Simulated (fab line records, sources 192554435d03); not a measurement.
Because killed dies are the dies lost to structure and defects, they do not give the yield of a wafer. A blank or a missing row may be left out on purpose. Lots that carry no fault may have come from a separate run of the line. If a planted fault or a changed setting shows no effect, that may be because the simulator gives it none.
Which of the tools did it?    flow n5Finfet    Sampling: 22 lots, 66 wafers, 6 of 1938 route steps

== WHAT THE GAUGES SHOWED, per wafer ==
Not one reading of a measure or inspect step in the record can be checked against a usual standard deviation.

== EACH LOT AND THE TOOL THAT RAN IT (in order: tool; ch and the chambers of the sampled wafers; start) ==
lot   N5_FIN_SAQP_DENSIFY_62          N5_FIN_SAQP_SPACER1_ALD_24       N5_FIN_SAQP_STRIP_70              N5_FIN_CUT_STRIP_24               N5_FIN_CUT_STRIP_22               N5_STI_FIN_REVEAL_CMP_04
L074  rtpAnneal-02 ch 0, day 1 21:54  aldSin-02 ch 1,2,3, day 2 00:07  rieDiel-04 ch 0,2,3, day 2 02:11  rieDiel-05 ch 0,1,3, day 2 04:54  rieDiel-01 ch 0,1,3, day 2 05:14  cmp-03 ch 0,1,3, day 2 10:37
L075  rtpAnneal-02 ch 0, day 2 03:38  aldSin-02 ch 1,2,3, day 2 05:51  rieDiel-04 ch 2,3, day 2 07:35    rieDiel-06 ch 1,2,3, day 2 10:13  rieDiel-06 ch 0,1,3, day 2 10:34  cmp-03 ch 1,2,3, day 2 15:58
L076  rtpAnneal-01 ch 0, day 2 12:44  aldSin-02 ch 0,2,3, day 2 15:01  rieDiel-04 ch 1,2,3, day 2 16:47  rieDiel-01 ch 0,1,3, day 2 19:24  rieDiel-06 ch 0,3, day 2 19:45    cmp-01 ch 0,1,2, day 3 01:04
L077  rtpAnneal-01 ch 0, day 2 14:31  aldSin-04 ch 0,2, day 2 16:41    rieDiel-03 ch 0,3, day 2 18:25    rieDiel-01 ch 0,3, day 2 21:17    rieDiel-01 ch 0,1, day 2 21:37    cmp-02 ch 2,3, day 3 03:19
L078  rtpAnneal-02 ch 0, day 2 20:53  aldSin-04 ch 0,1,3, day 2 22:56  rieDiel-04 ch 0,1,2, day 3 00:42  rieDiel-05 ch 0,1,2, day 3 03:02  rieDiel-06 ch 0,2,3, day 3 03:22  cmp-02 ch 0,2,3, day 3 08:40
L079  rtpAnneal-02 ch 0, day 3 02:32  aldSin-01 ch 0,2,3, day 3 06:13  rieDiel-03 ch 0,1,3, day 3 08:07  rieDiel-01 ch 1,2,3, day 3 10:36  rieDiel-06 ch 0,1,3, day 3 11:50  cmp-01 ch 1,2,3, day 3 17:07
L080  rtpAnneal-02 ch 0, day 3 09:26  aldSin-02 ch 0,1, day 3 12:12    rieDiel-03 ch 2,3, day 3 14:08    rieDiel-01 ch 0,2,3, day 3 16:23  rieDiel-05 ch 0,3, day 3 16:43    cmp-03 ch 1,3, day 3 22:00
L081  rtpAnneal-02 ch 0, day 3 14:56  aldSin-04 ch 0,3, day 3 17:08    rieDiel-03 ch 1,2,3, day 3 20:02  rieDiel-06 ch 0,2,3, day 3 22:26  rieDiel-01 ch 0,1,3, day 3 23:01  cmp-03 ch 1,2, day 4 04:47
L082  rtpAnneal-01 ch 0, day 3 20:52  aldSin-01 ch 0,1, day 3 23:52    rieDiel-04 ch 0,2, day 4 02:13    rieDiel-05 ch 0,2,3, day 4 05:01  rieDiel-05 ch 2,3, day 4 05:21    cmp-02 ch 0,1,3, day 4 10:43
L083  rtpAnneal-01 ch 0, day 4 08:37  aldSin-02 ch 0,1,2, day 4 10:49  rieDiel-02 ch 0,1,2, day 4 12:32  rieDiel-06 ch 0,2,3, day 4 16:02  rieDiel-05 ch 0,1,2, day 4 16:22  cmp-02 ch 0,3, day 4 23:54
L084  rtpAnneal-01 ch 0, day 4 09:04  aldSin-04 ch 0,1,3, day 4 11:07  rieDiel-03 ch 0,2,3, day 4 12:54  rieDiel-01 ch 0,1,2, day 4 16:28  rieDiel-06 ch 1,2,3, day 4 16:49  cmp-03 ch 0,1,2, day 5 00:12
L085  rtpAnneal-02 ch 0, day 4 15:35  aldSin-04 ch 0,1,3, day 4 18:07  rieDiel-04 ch 1,3, day 4 19:50    rieDiel-01 ch 0,1, day 4 22:23    rieDiel-01 ch 0,1,2, day 4 22:46  cmp-02 ch 0,3, day 5 04:02
L086  rtpAnneal-02 ch 0, day 4 20:48  aldSin-02 ch 0,1,2, day 4 23:13  rieDiel-02 ch 1,2,3, day 5 01:02  rieDiel-01 ch 0,2,3, day 5 03:46  rieDiel-06 ch 0,1,3, day 5 04:08  cmp-02 ch 1,2,3, day 5 09:26
L087  rtpAnneal-01 ch 0, day 5 03:34  aldSin-01 ch 0,1,2, day 5 06:04  rieDiel-04 ch 2,3, day 5 08:06    rieDiel-06 ch 2,3, day 5 10:23    rieDiel-05 ch 2,3, day 5 10:44    cmp-03 ch 0,3, day 5 16:02
L088  rtpAnneal-02 ch 0, day 5 13:00  aldSin-02 ch 1,2,3, day 5 15:04  rieDiel-03 ch 0,2,3, day 5 16:49  rieDiel-06 ch 0,1,3, day 5 19:46  rieDiel-05 ch 0,2,3, day 5 20:06  cmp-02 ch 0,2,3, day 6 01:28
L089  rtpAnneal-02 ch 0, day 5 14:57  aldSin-04 ch 0,2,3, day 5 17:00  rieDiel-03 ch 0,2, day 5 18:59    rieDiel-06 ch 1,2,3, day 5 21:31  rieDiel-06 ch 1,2,3, day 5 21:51  cmp-02 ch 1,2,3, day 6 03:16
L090  rtpAnneal-02 ch 0, day 5 22:29  aldSin-02 ch 1,3, day 6 00:43    rieDiel-04 ch 0,2,3, day 6 02:48  rieDiel-05 ch 0,3, day 6 05:19    rieDiel-05 ch 0,2,3, day 6 06:00  cmp-03 ch 1,2,3, day 6 11:28
L092  rtpAnneal-01 ch 0, day 6 10:28  aldSin-01 ch 0,1,2, day 6 12:58  rieDiel-02 ch 0,2,3, day 6 14:50  rieDiel-05 ch 1,2,3, day 6 18:29  rieDiel-01 ch 1,2,3, day 6 18:49  cmp-03 ch 1,2,3, day 7 00:08
L093  rtpAnneal-02 ch 0, day 6 18:06  aldSin-02 ch 0,1,3, day 6 20:41  rieDiel-03 ch 1,2,3, day 6 22:40  rieDiel-05 ch 0,1,2, day 7 00:57  rieDiel-05 ch 0,1, day 7 01:17    cmp-03 ch 0,1,3, day 7 06:47
L094  rtpAnneal-02 ch 0, day 6 20:59  aldSin-04 ch 2,3, day 6 23:23    rieDiel-02 ch 1,3, day 7 01:08    rieDiel-06 ch 0,1,2, day 7 04:03  rieDiel-05 ch 1,2, day 7 04:24    cmp-03 ch 1,2,3, day 7 10:58
L095  rtpAnneal-02 ch 0, day 7 03:39  aldSin-01 ch 0,2,3, day 7 06:07  rieDiel-04 ch 0,1,2, day 7 07:50  rieDiel-06 ch 1,2, day 7 10:17    rieDiel-06 ch 2,3, day 7 10:38    cmp-01 ch 0,1,3, day 7 16:00
L097  rtpAnneal-01 ch 0, day 7 14:58  aldSin-04 ch 2,3, day 7 17:09    rieDiel-03 ch 2,3, day 7 18:53    rieDiel-01 ch 1,2, day 7 21:12    rieDiel-05 ch 0,2,3, day 7 21:45  cmp-02 ch 0,2,3, day 8 03:59
- N5_FIN_SAQP_DENSIFY_62: time 60 s.
- N5_FIN_SAQP_SPACER1_ALD_24: deposits SiO2, target thk 20.3 nm, pulse time 1 s, purge time 2 s.
- N5_FIN_SAQP_STRIP_70: strips in N2/H2.
- N5_FIN_CUT_STRIP_24: strips in CF4.
- N5_FIN_CUT_STRIP_22: strips in N2/H2.
- N5_STI_FIN_REVEAL_CMP_04: polishes, stops on Si3N4, t overpolish 4 s, target thk 131.83 nm.

== WHAT THE TOOLS THEMSELVES READ (means of the sampled wafers that have a number; where no wafer has one, the mark that the record gives instead) ==
N5_FIN_SAQP_DENSIFY_62. Usual: lampPowerPct 9.84 %, standard deviation 0.055; wafer_temp_C_max 703.3, standard deviation 0.62.
lot   tool          lampPowerPct (%)  wafer_temp_C_max  flag
L074  rtpAnneal-02  9.83              703.4             
L075  rtpAnneal-02  9.85              703.5             
L076  rtpAnneal-01  9.82              702.9             
L077  rtpAnneal-01  9.81              703.2             
L078  rtpAnneal-02  9.79              703.8             
L079  rtpAnneal-02  9.85              702.9             
L080  rtpAnneal-02  9.83              703.5             
L081  rtpAnneal-02  9.82              703.4             
L082  rtpAnneal-01  9.78              703.7             
L083  rtpAnneal-01  9.87              703.7             
L084  rtpAnneal-01  9.86              702.9             
L085  rtpAnneal-02  9.87              704.3             
L086  rtpAnneal-02  9.86              703.8             
L087  rtpAnneal-01  9.89              703.8             
L088  rtpAnneal-02  9.84              702.6             
L089  rtpAnneal-02  9.83              703.9             
L090  rtpAnneal-02  9.82              702.8             
L092  rtpAnneal-01  9.80              702.5             
L093  rtpAnneal-02  9.87              703.0             
L094  rtpAnneal-02  9.80              703.0             
L095  rtpAnneal-02  9.83              703.4             
L097  rtpAnneal-01  9.81              703.0             

N5_FIN_SAQP_SPACER1_ALD_24. Usual: heaterPowerW 474 W, standard deviation 34; precursorPulseHeightRel 0.998, standard deviation 0.02.
lot   tool       heaterPowerW (W)  precursorPulseHeightRel  flag
L074  aldSin-02  480               0.982                    
L075  aldSin-02  477               1.004                    
L076  aldSin-02  475               1.016                    
L077  aldSin-04  489               0.997                    
L078  aldSin-04  463               1.018                    
L079  aldSin-01  477               1.011                    
L080  aldSin-02  462               1.020                    
L081  aldSin-04  462               1.007                    
L082  aldSin-01  440               0.993                    
L083  aldSin-02  476               0.988                    
L084  aldSin-04  470               0.998                    
L085  aldSin-04  461               1.006                    
L086  aldSin-02  483               0.969                    
L087  aldSin-01  439               0.992                    
L088  aldSin-02  475               1.015                    
L089  aldSin-04  499               1.006                    
L090  aldSin-02  476               0.990                    
L092  aldSin-01  447               0.985                    
L093  aldSin-02  471               0.996                    
L094  aldSin-04  495               1.004                    
L095  aldSin-01  467               0.983                    
L097  aldSin-04  500               0.988                    

N5_FIN_SAQP_STRIP_70. Usual: drypumpMotorCurrentA is 5.8 A with standard deviation 0.45, h2FlowSccm is 300.1 sccm with standard deviation 0.93, oesProductAu is 0.79 a.u. with standard deviation 0.1, rfVppV is 121.9 V with standard deviation 0.96, showerheadPlenumPTorr is 3.36 Torr with standard deviation 0.1, tempC is 40.00 C with standard deviation 0.1, and throttleValvePct is 18.94 % with standard deviation 0.3.
lot   tool        drypumpMotorCurrentA (A)  h2FlowSccm (sccm)  oesProductAu (a.u.)  rfVppV (V)  showerheadPlenumPTorr (Torr)  tempC (C)  throttleValvePct (%)  flag
L074  rieDiel-04  5.8                       300.6              0.79                 121.5       3.26                          39.91      18.85                 
L075  rieDiel-04  6.1                       300.6              0.80                 120.9       3.32                          40.13      18.97                 
L076  rieDiel-04  5.8                       300.4              0.81                 121.1       3.38                          39.92      19.03                 
L077  rieDiel-03  5.9                       300.1              0.78                 121.8       3.36                          40.02      19.31                 
L078  rieDiel-04  5.8                       299.9              0.74                 121.0       3.33                          40.07      18.96                 
L079  rieDiel-03  6.1                       300.0              0.78                 122.4       3.40                          40.03      19.22                 
L080  rieDiel-03  5.7                       299.6              0.88                 122.3       3.39                          39.88      18.77                 
L081  rieDiel-03  5.7                       299.6              0.78                 122.0       3.40                          39.96      18.97                 
L082  rieDiel-04  5.8                       299.7              0.70                 121.1       3.22                          40.06      18.77                 
L083  rieDiel-02  5.8                       299.6              0.80                 121.4       3.29                          39.95      18.83                 
L084  rieDiel-03  5.5                       299.9              0.77                 122.2       3.35                          40.01      19.09                 
L085  rieDiel-04  5.6                       299.4              0.80                 122.1       3.42                          40.03      19.14                 
L086  rieDiel-02  5.9                       300.8              0.73                 121.5       3.31                          39.90      18.82                 
L087  rieDiel-04  5.8                       300.2              0.81                 121.6       3.29                          40.02      18.99                 
L088  rieDiel-03  5.6                       299.0              0.75                 122.0       3.34                          39.97      19.08                 
L089  rieDiel-03  5.1                       299.7              0.68                 121.8       3.30                          40.03      19.13                 
L090  rieDiel-04  5.8                       300.0              0.84                 122.2       3.38                          39.98      18.78                 
L092  rieDiel-02  6.0                       299.8              0.79                 121.7       3.38                          40.01      18.91                 
L093  rieDiel-03  5.7                       300.4              0.83                 122.0       3.38                          40.03      18.89                 
L094  rieDiel-02  5.8                       299.2              0.70                 121.7       3.28                          39.93      18.62                 
L095  rieDiel-04  5.9                       299.9              0.81                 121.4       3.45                          40.10      18.88                 
L097  rieDiel-03  5.2                       300.4              0.74                 121.7       3.33                          39.96      18.88                 

N5_FIN_CUT_STRIP_24. Usual: drypumpMotorCurrentA 5.9 A, standard deviation 0.37; oesProductAu 0.74 a.u., standard deviation 0.039; rfVppV 270.6 V, standard deviation 1.5; showerheadPlenumPTorr 1.77 Torr, standard deviation 0.055; throttleValvePct 13.71 %, standard deviation 0.18.
lot   tool        drypumpMotorCurrentA (A)  oesProductAu (a.u.)  rfVppV (V)  showerheadPlenumPTorr (Torr)  throttleValvePct (%)  flag
L074  rieDiel-05  6.2                       0.74                 270.8       1.79                          13.76                 
L075  rieDiel-06  5.7                       0.77                 270.2       1.76                          13.69                 
L076  rieDiel-01  6.0                       0.74                 270.4       1.79                          13.67                 
L077  rieDiel-01  5.8                       0.74                 271.9       1.81                          13.65                 
L078  rieDiel-05  6.2                       0.73                 270.1       1.75                          13.66                 
L079  rieDiel-01  5.6                       0.73                 271.4       1.80                          13.74                 
L080  rieDiel-01  5.7                       0.72                 270.8       1.77                          13.68                 
L081  rieDiel-06  5.8                       0.78                 269.6       1.75                          13.71                 
L082  rieDiel-05  6.2                       0.71                 269.8       1.77                          13.79                 
L083  rieDiel-06  5.8                       0.77                 269.8       1.75                          13.73                 
L084  rieDiel-01  5.8                       0.72                 270.2       1.75                          13.73                 
L085  rieDiel-01  6.1                       0.73                 269.9       1.76                          13.73                 
L086  rieDiel-01  5.7                       0.71                 271.1       1.77                          13.71                 
L087  rieDiel-06  6.0                       0.77                 269.9       1.75                          13.82                 
L088  rieDiel-06  5.7                       0.74                 270.9       1.79                          13.72                 
L089  rieDiel-06  5.7                       0.75                 269.9       1.75                          13.73                 
L090  rieDiel-05  6.2                       0.70                 271.6       1.81                          13.93                 
L092  rieDiel-05  6.1                       0.71                 271.1       1.78                          13.60                 
L093  rieDiel-05  6.2                       0.71                 270.0       1.74                          13.73                 
L094  rieDiel-06  5.5                       0.75                 270.5       1.75                          13.67                 
L095  rieDiel-06  5.5                       0.76                 269.3       1.71                          13.69                 
L097  rieDiel-01  5.8                       0.78                 271.0       1.76                          13.66                 

N5_FIN_CUT_STRIP_22. Usual: drypumpMotorCurrentA is 5.9 A with standard deviation 0.36, h2FlowSccm is 300.0 sccm with standard deviation 0.94, oesProductAu is 0.74 a.u. with standard deviation 0.045, rfVppV is 54.2 V with standard deviation 2.3, showerheadPlenumPTorr is 3.31 Torr with standard deviation 0.12, tempC is 40.01 C with standard deviation 0.11, and throttleValvePct is 19.0 % with standard deviation 0.43.
lot   tool        drypumpMotorCurrentA (A)  h2FlowSccm (sccm)  oesProductAu (a.u.)  rfVppV (V)  showerheadPlenumPTorr (Torr)  tempC (C)  throttleValvePct (%)  flag
L074  rieDiel-01  6.0                       300.7              0.75                 53.3        3.35                          40.13      19.2                  
L075  rieDiel-06  5.7                       299.4              0.77                 53.9        3.37                          40.01      19.2                  
L076  rieDiel-06  6.0                       300.4              0.80                 54.2        3.38                          39.90      19.4                  
L077  rieDiel-01  6.2                       300.1              0.74                 54.6        3.25                          39.96      19.3                  
L078  rieDiel-06  5.8                       299.8              0.80                 55.8        3.30                          39.94      19.3                  
L079  rieDiel-06  5.7                       300.2              0.76                 55.3        3.36                          40.02      19.2                  
L080  rieDiel-05  6.2                       299.6              0.71                 55.1        3.40                          40.03      19.1                  
L081  rieDiel-01  6.0                       299.7              0.74                 54.3        3.34                          40.09      19.2                  
L082  rieDiel-05  6.2                       300.3              0.72                 55.4        3.40                          40.01      18.7                  
L083  rieDiel-05  6.2                       299.2              0.72                 55.4        3.25                          40.00      18.7                  
L084  rieDiel-06  5.7                       300.1              0.76                 56.0        3.27                          40.04      19.0                  
L085  rieDiel-01  5.8                       300.6              0.72                 53.8        3.27                          39.99      19.3                  
L086  rieDiel-06  5.7                       300.2              0.75                 55.3        3.35                          40.00      19.2                  
L087  rieDiel-05  6.2                       299.5              0.70                 52.7        3.28                          40.03      18.4                  
L088  rieDiel-05  6.2                       300.4              0.70                 51.8        3.29                          40.00      18.9                  
L089  rieDiel-06  5.7                       300.1              0.75                 53.8        3.27                          39.90      19.0                  
L090  rieDiel-05  6.3                       301.0              0.70                 53.4        3.29                          40.02      18.9                  
L092  rieDiel-01  5.7                       299.7              0.79                 52.7        3.36                          39.94      19.1                  
L093  rieDiel-05  6.3                       300.1              0.71                 54.1        3.25                          40.06      19.1                  
L094  rieDiel-05  6.1                       301.2              0.71                 53.1        3.23                          40.12      18.3                  
L095  rieDiel-06  6.0                       300.5              0.76                 53.9        3.28                          40.06      19.2                  
L097  rieDiel-05  6.3                       300.2              0.69                 54.4        3.28                          40.00      18.9                  

N5_STI_FIN_REVEAL_CMP_04. Usual: motorCurrentA 7.8 A, standard deviation 0.74; overpolishRunS 4.001 s, standard deviation 0.0085; timeToEndpointS 101 s, standard deviation 4.2.
lot   tool    motorCurrentA (A)  overpolishRunS (s)  timeToEndpointS (s)  flag
L074  cmp-03  8.0                4.003               97                   
L075  cmp-03  7.5                4.003               95                   
L076  cmp-01  7.5                4.005               102                  
L077  cmp-02  7.8                4.007               100                  
L078  cmp-02  8.2                4.001               101                  
L079  cmp-01  8.0                3.996               106                  
L080  cmp-03  7.6                4.006               100                  
L081  cmp-03  7.9                3.990               97                   
L082  cmp-02  7.9                3.992               104                  
L083  cmp-02  8.1                3.997               103                  
L084  cmp-03  7.7                3.993               98                   
L085  cmp-02  7.3                3.996               103                  
L086  cmp-02  8.2                4.005               102                  
L087  cmp-03  7.6                4.003               99                   
L088  cmp-02  7.9                4.005               102                  
L089  cmp-02  8.0                3.998               103                  
L090  cmp-03  7.2                3.996               98                   
L092  cmp-03  7.4                3.996               101                  
L093  cmp-03  7.8                4.006               101                  
L094  cmp-03  7.7                4.004               98                   
L095  cmp-01  7.6                4.010               107                  
L097  cmp-02  8.0                4.003               106                  

== THE ANSWER, worked out from the rows above alone ==
Rule: take the mean of a lot's wafers that have a number; if it is more than 3 standard deviations from the usual mean, the lot is off. Also off: a lot with no number at a reading for which 4 or more lots have one. Any other lot the step has rows for is counted as sound. After the gauges, taken in route order, come the tools' own readings; for these a lot's mean is taken, as printed above. The first step at which some lot is off is used, and at that step the reading that is off furthest; a lot without a number counts as furthest.
Across all readings shown, no lot is off: no conclusion can be drawn from this.

== WHAT THE SIMULATOR HAD PUT IN ==
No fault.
